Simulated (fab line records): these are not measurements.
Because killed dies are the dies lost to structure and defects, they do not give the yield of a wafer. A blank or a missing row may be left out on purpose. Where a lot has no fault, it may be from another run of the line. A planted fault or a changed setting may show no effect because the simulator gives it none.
fab line records	flow nand_harc
record: lots: 4	wafers: 12	last_day: 33
route steps=1302 shown A_CHANNEL_HOLE_D2@570 END@1301
lots that met no fault: taken from a fault-free run of the same line
start_h: hours from the record's opening day to when the first of the lot's shown wafers began	wait_h: hours elapsed since this lot's preceding step	" as in the row above	L1.1+2: one row covering several wafers at once	- value missing, or start not given	* or withheld: withheld	< > ~ a bound
route shown NAME@n: names a module that has steps shown in the file, with the first one's number in the route	usual: mean/standard deviation taken from wafers without a fault	same: alike in all rows	chamber/n: place in a boat	sites: each site's reading	_std_site: standard deviation across them	_edge_site: outer sites' mean less inner sites'	radius_mm: for every site, how far away it sits from the centre of the wafer	mask NAME#n: copy n	behind: the last tool/chamber to shape the wafer	hold: cause of the lot's hold/its duration in hours/its outcome	device: transistor that didn't switch, given as n, p or np	end of line: at the end of the route, the tests of the same wafers	a step with no rows: only its recipe	killed: dies that structure and defects cost at the first sort, which is not the same as the wafer's yield	map: dies across one wafer; x = killed, . = not, _ = none there
set.NAME: the setting that was run; set.NAME@STEP: the one run at that earlier step	model.NAME: the simulator's own value behind a step, which no gauge read
lots at selected steps of the route; one table per step, one row per wafer
services: a tool's chamber out of use, with start hour (start_h, from the record's first day; less than 0 if before it), hours out, and reason
== steps ==
step: NHARC_A_CHANNEL_HOLE_D2_DEP_00
recipe: target_thk_a: 31000	temp_c: 400	material: aC
step: NHARC_A_CHANNEL_HOLE_D2_DEP_01
recipe: target_thk_a: 1400	target_thk_nm: 140	temp_c: 400	pressure_torr: 3.5	flow_sccm: 200	rf_w: 350	material: SiON
step: NHARC_A_CHANNEL_HOLE_D2_DEHYDRATE_02
recipe: temp_c: 150	time_s: 120
step: NHARC_A_CHANNEL_HOLE_D2_HMDS_03
recipe: time_s: 30
step: NHARC_A_CHANNEL_HOLE_D2_COAT_36
recipe: temp_c: 260	time_s: 75
step: NHARC_A_CHANNEL_HOLE_D2_COAT_37
recipe: temp_c: 225	time_s: 65
step: NHARC_A_CHANNEL_HOLE_D2_COAT_04
recipe: spin_rpm: 1500	resist_thk_nm: 90
step: NHARC_A_CHANNEL_HOLE_D2_SOFTBAKE_05
recipe: temp_c: 105	time_s: 55
step: NHARC_A_CHANNEL_HOLE_D2_EBR_06
step: NHARC_A_CHANNEL_HOLE_D2_EXPOSE_07
recipe: na: 1.35	target_cd_nm: 100	sigma_outer: 0.3	dose_mj: 59.65	mask_id: HOLE_D2
step: NHARC_A_CHANNEL_HOLE_D2_PEB_08
recipe: peb_temp_c: 100	peb_time_s: 65
lot.wafer	tool	chamber	start_h	wait_h
L829.3+4+6	litho_track-06	0	305.06	0.0
L844.1+4+5	litho_track-06	0	462.98	0.1
L846.1+4+6	litho_track-06	0	476.58	0.1
L850.1+3+6	litho_track-04	0	524.92	0.1
step: NHARC_A_CHANNEL_HOLE_D2_DEVELOP_09
recipe: develop_time_s: 35	dev_temp_c: 23
step: NHARC_A_CHANNEL_HOLE_D2_CD_MEAS_10
recipe: target_cd_nm: 100	landing_energy_ev: 500
usual: cd_nm: 99.5/0.6
lot.wafer	tool	chamber	start_h	wait_h	cd_nm
L829.3	cd_sem-03	0	305.15	-	100.0
L829.4	"	0	"	"	98.7
L829.6	"	0	"	"	99.1
L844.1	cd_sem-03	0	463.06	-	106.2
L844.4	"	0	"	"	106.2
L844.5	"	0	"	"	106.1
L846.1	cd_sem-02	0	476.66	-	104.7
L846.4	"	0	"	"	104.9
L846.6	"	0	"	"	105.5
L850.1	cd_sem-03	0	525.00	-	99.8
L850.3	"	0	"	"	99.7
L850.6	"	0	"	"	99.7
step: NHARC_A_CHANNEL_HOLE_D2_DESCUM_15
recipe: time_s: 3	o2_flow_sccm: 200	ar_flow_sccm: 0	bias_power_w: 0	chemistry: O2
usual: chamber_pressure_mTorr: 60.00/0.061	drypump_motor_current_A: 5.7/0.37	mfc_ar_sccm: 0.006/0.0081	oes_product_au: 0.995/0.011	rf_vpp_V: 57.6/0.9	showerhead_plenum_p_Torr: 1.87/0.071	throttle_valve_pct: 11.311/0.0095
lot.wafer	tool	chamber	start_h	wait_h	chamber_pressure_mTorr	drypump_motor_current_A	mfc_ar_sccm	oes_product_au	rf_hours_counter_h	rf_vpp_V	showerhead_plenum_p_Torr	throttle_valve_pct	model.A_CHANNEL_HOLE_D2.cd_nm
L829.4	rie_diel-05	2	305.34	0.1	60.06	6.2	0	0.994	4.6	58.0	1.95	11.319	98.76
L829.3	"	3	"	"	60.10	6.0	0.016	0.999	4.5	57.6	1.82	11.294	99.35
L829.6	"	0	"	"	60.05	5.4	0.001	0.990	-	57.4	1.79	11.295	99.43
L844.4	rie_diel-05	0	463.25	0.1	59.96	5.4	0.001	0.978	4.0	57.5	1.79	11.322	106.5
L844.1	"	1	"	"	59.99	5.6	0	0.988	3.2	56.2	1.90	11.309	106.4
L844.5	"	3	"	"	60.04	6.0	0.016	0.982	-	58.1	1.82	11.311	105.7
L846.1	rie_diel-09	0	476.86	0.1	60.12	5.1	0	0.999	8.0	56.5	1.84	11.311	104.1
L846.4	"	2	"	"	60.07	6.4	0.013	1.019	10.2	59.1	2.00	11.310	104.4
L846.6	"	0	"	"	59.98	5.1	0	1.009	-	57.7	1.84	11.313	105
L850.1	rie_diel-05	0	525.19	0.1	60.09	5.3	0.001	0.990	7.6	58.5	1.79	11.316	100
L850.3	"	3	"	"	60.05	6.0	0.016	1.002	7.3	58.4	1.82	11.307	100.3
L850.6	"	1	"	"	59.96	5.6	0	1.015	-	56.2	1.90	11.312	100.2
step: NHARC_A_CHANNEL_HOLE_D2_ETCH_38
recipe: target_depth_a: 390	over_etch_frac: 0.3	time_s: 65	ion_energy_ev: 80	cf4_flow_sccm: 150	ar_flow_sccm: 0	rf_w: 300	bias_w: 100	chemistry: CF4
step: NHARC_A_CHANNEL_HOLE_D2_ETCH_39
recipe: target_depth_a: 2600	over_etch_frac: 0.3	time_s: 325	ion_energy_ev: 200	n2_flow_sccm: 150	h2_flow_sccm: 150	ar_flow_sccm: 0	rf_w: 400	bias_w: 150	chemistry: N2/H2
step: NHARC_A_CHANNEL_HOLE_D2_ETCH_34
recipe: target_depth_a: 1540	time_s: 77	cf4_flow_sccm: 100	chf3_flow_sccm: 30	ar_flow_sccm: 0	rf_w: 500	bias_w: 200	chemistry: CF4/CHF3
step: NHARC_A_CHANNEL_HOLE_D2_ETCH_16
recipe: target_depth_a: 31000	over_etch_frac: 0.3	time_s: 806	ion_energy_ev: 150	o2_flow_sccm: 400	cos_flow_sccm: 20	ar_flow_sccm: 0	rf_w: 500	bias_w: 300	chemistry: O2/COS
step: NHARC_A_CHANNEL_HOLE_D2_CD_MEAS_18
usual: cd_nm: 99.0/2.7
lot.wafer	tool	chamber	start_h	wait_h	cd_nm
L829.3	cd_sem-02	-	306.44	-	104.3
L829.4	"	-	"	"	101.8
L829.6	"	-	"	"	98.2
L844.1	cd_sem-01	-	464.34	-	108.1
L844.4	"	-	"	"	105.7
L844.5	"	-	"	"	104.3
L846.1	cd_sem-02	-	477.95	-	104.3
L846.4	"	-	"	"	105.7
L846.6	"	-	"	"	107.0
L850.1	cd_sem-03	-	526.30	-	95.5
L850.3	"	-	"	"	102.2
L850.6	"	-	"	"	102.8
step: NHARC_A_CHANNEL_HOLE_D2_ETCH_19
recipe: bias_v: 1200	source_w: 2500	pressure_mtorr: 15	time_s: 34.5	ar_flow_sccm: 375	c4f8_flow_sccm: 28.8	o2_flow_sccm: 96.2	temp_c: -20	target_depth_a: *	chemistry: C4F8/O2/Ar
step: NHARC_A_CHANNEL_HOLE_D2_ETCH_20
recipe: bias_v: 3000	source_w: withheld	pressure_mtorr: 20	time_s: 361.9	ar_flow_sccm: 375	c4f8_flow_sccm: 89.3	o2_flow_sccm: 35.7	temp_c: -20	target_depth_a: 16000	chemistry: C4F8/O2/Ar
step: NHARC_A_CHANNEL_HOLE_D2_ETCH_21
recipe: bias_v: 3000	source_w: withheld	pressure_mtorr: 20	time_s: 514.3	ar_flow_sccm: 375	c4f8_flow_sccm: 89.3	o2_flow_sccm: 35.7	temp_c: -20	target_depth_a: 16000	chemistry: C4F8/O2/Ar
step: NHARC_A_CHANNEL_HOLE_D2_ETCH_22
recipe: bias_v: 3000	source_w: withheld	pressure_mtorr: 20	time_s: 666.7	ar_flow_sccm: 375	c4f8_flow_sccm: 89.3	o2_flow_sccm: 35.7	temp_c: -20	target_depth_a: 16000	chemistry: C4F8/O2/Ar
step: NHARC_A_CHANNEL_HOLE_D2_ETCH_23
recipe: bias_v: 5000	source_w: withheld	pressure_mtorr: 20	time_s: 819	ar_flow_sccm: 375	c4f8_flow_sccm: 89.3	o2_flow_sccm: 35.7	temp_c: -20	target_depth_a: 16000	chemistry: C4F8/O2/Ar
step: NHARC_A_CHANNEL_HOLE_D2_ETCH_24
recipe: bias_v: 5000	source_w: withheld	pressure_mtorr: 20	time_s: 906.2	ar_flow_sccm: 375	c4f8_flow_sccm: 93.8	o2_flow_sccm: 31.2	temp_c: -20	target_depth_a: 15000	chemistry: C4F8/O2/Ar
step: NHARC_A_CHANNEL_HOLE_D2_ETCH_25
recipe: bias_v: 5000	source_w: withheld	pressure_mtorr: 20	time_s: 1040.2	ar_flow_sccm: 375	c4f8_flow_sccm: 93.8	o2_flow_sccm: 31.2	temp_c: -20	target_depth_a: 15000	chemistry: C4F8/O2/Ar
step: NHARC_A_CHANNEL_HOLE_D2_ETCH_26
recipe: bias_v: 300	source_w: 2000	pressure_mtorr: 30	time_s: 224.1	ar_flow_sccm: 375	c4f8_flow_sccm: 11.4	o2_flow_sccm: 113.6	temp_c: -20	target_depth_a: 3000	chemistry: C4F8/O2/Ar
step: NHARC_A_CHANNEL_HOLE_D2_ETCH_27
recipe: bias_v: 400	source_w: 2000	pressure_mtorr: 25	time_s: 90	ar_flow_sccm: 375	c4f8_flow_sccm: 41.7	o2_flow_sccm: 83.3	temp_c: -20	target_depth_a: 4000	chemistry: C4F8/O2/Ar
step: NHARC_A_CHANNEL_HOLE_D2_STRIP_41
recipe: n2_flow_sccm: 150	h2_flow_sccm: 150	ar_flow_sccm: 0	bias_w: 0	chemistry: N2/H2
step: NHARC_A_CHANNEL_HOLE_D2_STRIP_42
recipe: cf4_flow_sccm: 100	chf3_flow_sccm: 30	ar_flow_sccm: 0	bias_w: 0	chemistry: CF4/CHF3
step: NHARC_A_CHANNEL_HOLE_D2_STRIP_43
recipe: o2_flow_sccm: 400	cos_flow_sccm: 20	ar_flow_sccm: 0	bias_w: 0	chemistry: O2/COS
step: NHARC_A_CHANNEL_HOLE_D2_ETCH_44
recipe: target_depth_a: 1400	overetch_a: 140	time_s: 77	ion_energy_ev: 100	cf4_flow_sccm: 80	o2_flow_sccm: 20	ar_flow_sccm: 0	rf_w: 300	bias_w: 100	chemistry: CF4/O2
usual: bias_w: 99.97/0.28	chamber_pressure_mTorr: 29.999/0.026	drypump_motor_current_A: 5.7/0.43	mfc_ar_sccm: 0.006/0.0082	oes_o_777_au: 1.001/0.0048	oes_product_au: 1.000/0.01	rf_vpp_V: 197.5/1.3	showerhead_plenum_p_Torr: 1.32/0.056	throttle_valve_pct: 13.397/0.009
lot.wafer	tool	chamber	start_h	wait_h	bias_w	chamber_pressure_mTorr	drypump_motor_current_A	mfc_ar_sccm	oes_o_777_au	oes_product_au	rf_hours_counter_h	rf_vpp_V	showerhead_plenum_p_Torr	throttle_valve_pct	model.A_CHANNEL_HOLE_D2.cd_nm
L829.3	rie_diel-05	3	311.23	0.0	100.19	29.951	5.9	0.016	0.999	0.986	5.0	197.0	1.28	13.398	89.98
L829.4	"	2	"	"	99.58	30.002	6.2	0	0.994	1.003	5.0	197.3	1.36	13.393	89.1
L829.6	"	0	"	"	99.99	30.001	5.3	0.001	1.008	0.995	-	194.0	1.25	13.399	89.8
L844.4	rie_diel-05	1	471.34	0.1	99.65	29.921	5.6	0	1.007	0.998	4.1	198.6	1.33	13.410	94.72
L844.1	"	2	"	"	100.00	29.985	6.2	0	0.995	0.989	4.4	197.6	1.35	13.387	94.9
L844.5	"	3	"	"	99.94	29.983	5.9	0.016	0.990	1.002	-	195.7	1.27	13.398	96.13
L846.1	rie_diel-05	1	482.73	0.1	100.11	30.064	5.6	0	0.999	1.013	4.6	198.7	1.33	13.390	95.57
L846.4	"	3	"	"	99.59	29.994	6.0	0.016	1.002	0.993	5.5	196.7	1.27	13.392	94.34
L846.6	"	2	"	"	100.36	29.966	6.2	0	0.994	1.000	-	198.4	1.35	13.381	94.92
L850.3	rie_diel-05	3	531.12	0.0	99.96	29.975	6.0	0.016	0.998	1.010	7.8	197.6	1.27	13.386	89.84
L850.1	"	1	"	"	99.91	30.033	5.6	0	1.000	1.003	7.1	198.0	1.33	13.397	90.49
L850.6	"	3	"	"	99.87	29.981	6.0	0.016	1.007	1.013	-	197.8	1.27	13.398	88.5
step: NHARC_A_CHANNEL_HOLE_D2_STRIP_28
recipe: o2_flow_sccm: 500	ar_flow_sccm: 0	bias_w: 0	chemistry: O2
step: NHARC_A_CHANNEL_HOLE_D2_PRECLEAN_29
recipe: time_s: *	temp_c: 50	bath_age_min: 0	chemistry: SC1
step: NHARC_A_CHANNEL_HOLE_D2_SRD_30
step: NHARC_A_CHANNEL_HOLE_D2_CD_MEAS_31
usual: cd_nm: 89.3/1.3
lot.wafer	tool	chamber	start_h	wait_h	cd_nm
L829.3	cd_sem-02	-	312.04	-	90.9
L829.4	"	-	"	"	89.1
L829.6	"	-	"	"	89.8
L844.1	cd_sem-01	-	472.12	-	95.2
L844.4	"	-	"	"	94.5
L844.5	"	-	"	"	96.2
L846.1	cd_sem-01	-	483.53	-	95.8
L846.4	"	-	"	"	94.4
L846.6	"	-	"	"	94.9
L850.1	cd_sem-03	-	531.92	-	90.7
L850.3	"	-	"	"	89.8
L850.6	"	-	"	"	88.9
step: NHARC_A_CHANNEL_HOLE_D2_XSEM_32
recipe: landing_energy_ev: 35000
usual: bot_cd_nm: 73.9/1.4	bow_nm: 8.6/0.31	tilt_deg: 0.08/0.044
lot.wafer	tool	chamber	start_h	wait_h	bot_cd_nm	bow_nm	tilt_deg
L829.3	xsem-02	0	312.13	0.1	74.3	9.0	0.02
L829.4	"	0	"	"	72.2	9.0	0.02
L829.6	"	0	"	"	73.6	9.0	0.02
L844.1	xsem-02	0	472.21	0.1	80.6	8.6	0.15
L844.4	"	0	"	"	78.6	8.6	0.15
L844.5	"	0	"	"	80.8	8.6	0.15
L846.1	xsem-01	0	483.62	0.1	80.1	8.0	0.06
L846.4	"	0	"	"	80.1	8.0	0.06
L846.6	"	0	"	"	79.9	8.1	0.06
L850.1	xsem-02	0	532.01	0.1	75.0	8.6	0.03
L850.3	"	0	"	"	75.0	8.6	0.03
L850.6	"	0	"	"	73.9	8.6	0.03
step: NHARC_END_WLT_00
usual: VT_DECK1_BOTTOM: 0.872/0.0063	VT_DECK1_BOTTOM_INNER: 0.872/0.0067	VT_DECK1_MEDIAN_NEAR_BOTTOM: 0.873/0.0066	VT_DECK1_MEDIAN_NEAR_BOTTOM_INNER: 0.873/0.0062	VT_DECK1_MIDDLE: 0.884/0.0063	VT_DECK1_MIDDLE_INNER: 0.885/0.0063	VT_DECK1_TOP: 0.896/0.0066	VT_DECK1_TOP_INNER: 0.896/0.0059	VT_DECK2_BOTTOM: 0.868/0.0069	VT_DECK2_BOTTOM_INNER: 0.868/0.0064	VT_DECK2_MEDIAN_NEAR_BOTTOM: 0.869/0.0071	VT_DECK2_MEDIAN_NEAR_BOTTOM_INNER: 0.868/0.007	VT_DECK2_MIDDLE: 0.881/0.0065	VT_DECK2_MIDDLE_INNER: 0.881/0.0066	VT_DECK2_TOP: 0.893/0.0067	VT_DECK2_TOP_INNER: 0.893/0.0067
lot.wafer	tool	chamber	start_h	wait_h	VT_DECK1_BOTTOM	VT_DECK1_BOTTOM_INNER	VT_DECK1_MEDIAN_NEAR_BOTTOM	VT_DECK1_MEDIAN_NEAR_BOTTOM_INNER	VT_DECK1_MIDDLE	VT_DECK1_MIDDLE_INNER	VT_DECK1_TOP	VT_DECK1_TOP_INNER	VT_DECK2_BOTTOM	VT_DECK2_BOTTOM_INNER	VT_DECK2_MEDIAN_NEAR_BOTTOM	VT_DECK2_MEDIAN_NEAR_BOTTOM_INNER	VT_DECK2_MIDDLE	VT_DECK2_MIDDLE_INNER	VT_DECK2_TOP	VT_DECK2_TOP_INNER
L829.3	prober-02	-	582.70	3.0	0.872	0.876	0.872	0.875	0.893	0.888	0.901	0.899	0.870	0.866	0.874	0.875	0.885	0.872	0.888	0.896
L829.4	"	-	"	"	0.873	0.865	0.868	0.876	0.887	0.880	0.885	0.894	0.864	0.867	0.877	0.874	0.880	0.875	0.894	0.892
L829.6	"	-	"	"	0.868	0.870	0.869	0.872	0.884	0.878	0.896	0.900	0.871	0.866	0.870	0.869	0.869	0.883	0.892	0.892
L844.1	prober-01	-	737.35	0.0	0.878	0.863	0.872	0.880	0.878	0.891	0.896	0.894	0.892	0.890	0.885	0.889	0.908	0.905	0.915	0.915
L844.4	"	-	738.83	1.5	0.872	0.875	0.871	0.877	0.886	0.884	0.896	0.887	0.889	0.890	0.900	0.884	0.902	0.899	0.910	0.923
L844.5	"	-	"	"	0.875	0.862	0.871	0.871	0.881	0.884	0.897	0.896	0.888	0.898	0.900	0.895	0.906	0.903	0.914	0.910
L846.1	prober-02	-	741.28	0.1	0.867	0.865	0.866	0.872	0.878	0.879	0.895	0.886	0.887	0.893	0.893	0.890	0.908	0.901	0.913	0.916
L846.4	"	-	742.77	1.6	0.868	0.873	0.874	0.872	0.878	0.874	0.887	0.897	0.894	0.892	0.889	0.894	0.902	0.903	0.912	0.921
L846.6	"	-	743.77	2.5	0.866	0.871	0.866	0.871	0.875	0.880	0.905	0.895	0.893	0.896	0.895	0.889	0.907	0.897	0.909	0.911
L850.1	prober-01	-	795.24	0.0	0.884	0.886	0.881	0.880	0.886	0.890	0.906	0.916	0.868	0.866	0.871	0.870	0.877	0.878	0.891	0.892
L850.3	"	-	796.24	1.0	0.888	0.877	0.886	0.877	0.899	0.901	0.903	0.911	0.867	0.876	0.862	0.864	0.874	0.879	0.884	0.883
L850.6	"	-	797.73	2.5	0.886	0.886	0.877	0.887	0.894	0.890	0.907	0.904	0.863	0.864	0.861	0.858	0.876	0.871	0.897	0.886
step: NHARC_END_SORT_01
recipe: temp_c: 25
usual: killed_at_array: 55/20	killed_at_other: 0.7/0.96	killed_at_periphery: 4.1/2.4	killed_dies: 60/20	killed_open: 3.3/1.9	killed_short: 2.8/1.6
same: gross_dies: 677
lot.wafer	tool	chamber	start_h	wait_h	killed_at_array	killed_at_other	killed_at_periphery	killed_dies	killed_open	killed_short
L846.4	prober-02	0	746.66	3.4	38	0	1	39	5	3
killed by level:class
L846.4 A_CHANNEL_HOLE_D1:chamber_film_flake=13 A_CONTACT:chamber_film_flake=6 A_WL_FILL:chamber_film_flake=4 A_M0:geometric_particle:open=3 A_STAIRCASE:chamber_film_flake=3 A_SLIT:chamber_film_flake=3 P_M0:geometric_particle:short=1 A_ONON_D1:geometric_particle:open=1
== services ==
tool	chamber	start_h	hours	kind
rie_diel-05	0	287.91	-	clean
rie_diel-05	1	287.91	-	clean
rie_diel-05	2	287.91	-	clean
rie_diel-05	3	287.91	-	clean
rie_diel-05	0	312.41	-	clean
rie_diel-05	1	312.41	-	clean
rie_diel-05	2	312.41	-	clean
rie_diel-05	3	312.41	-	clean
rie_diel-09	-	320.17	9.0	pm
rie_diel-05	0	336.91	-	clean
rie_diel-05	1	336.91	-	clean
rie_diel-05	2	336.91	-	clean
rie_diel-05	3	336.91	-	clean
rie_diel-09	0	353.72	9.9	repair
litho_track-06	-	354.00	7.0	pm
rie_diel-09	-	369.59	0.2	repair
xsem-01	-	374.00	14.0	pm
litho_track-04	-	378.00	7.0	pm
rie_diel-05	3	383.23	6.0	repair
rie_diel-05	-	406.63	9.0	pm
xsem-01	-	418.46	3.8	repair
rie_diel-05	1	433.88	5.0	repair
rie_diel-09	-	497.17	9.0	pm
litho_track-06	-	529.00	7.0	pm
== key ==
first_sign: step: NHARC_A_CHANNEL_HOLE_D2_CD_MEAS_10	reading: cd_nm	direction: up	sigmas: 10	usual: 99.5	struck: 105.6	through: control_loop
effect: step: NHARC_A_CHANNEL_HOLE_D2_CD_MEAS_18	reading: cd_nm	direction: up	sigmas: 2.6	usual: 99.0	struck: 105.8	through: control_loop
effect: step: NHARC_A_CHANNEL_HOLE_D2_CD_MEAS_31	reading: cd_nm	direction: up	sigmas: 4.5	usual: 89.3	struck: 95.2	through: control_loop
effect: step: NHARC_A_CHANNEL_HOLE_D2_XSEM_32	reading: bot_cd_nm	direction: up	sigmas: 4.3	usual: 73.9	struck: 80.0	through: control_loop
effect: step: NHARC_END_WLT_00	reading: VT_DECK2_BOTTOM_INNER	direction: up	sigmas: 4	usual: 0.868	struck: 0.893
model_effect: step: NHARC_A_CHANNEL_HOLE_D2_DESCUM_15	value: A_CHANNEL_HOLE_D2.cd_nm	without: 98.64	struck: 105.4
model_effect: step: NHARC_A_CHANNEL_HOLE_D2_ETCH_44	value: A_CHANNEL_HOLE_D2.cd_nm	without: 88.39	struck: 95.1
met_at NHARC_A_CHANNEL_HOLE_D2_PEB_08
struck_wafers L844.1,L844.4,L844.5,L846.1,L846.4,L846.6
tester_left_out L844,L846
loop_trim: step: NHARC_A_CHANNEL_HOLE_D2_EXPOSE_07	setting: dose	lots: L846
onset_between 305.06 462.98
fault: kind: process_parameter_drift	tool: litho_track-06	chamber: -	onset_h: 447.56	steps: NHARC_A_CHANNEL_HOLE_D2_PEB_08	channel: peb_time_s	offset: *	shape: step	end_h: 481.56	acts_in: *	stated: *
tester_left_out: of these lots the tester's yield and bins aren't shown, on N5 and GAA mostly nor the transistor test; their killed dies are dies lost to structure and defects alone, not to doping, threshold or leakage, so they don't give the yield
loop_trim: a control loop set the setting to another value than it would have without faults
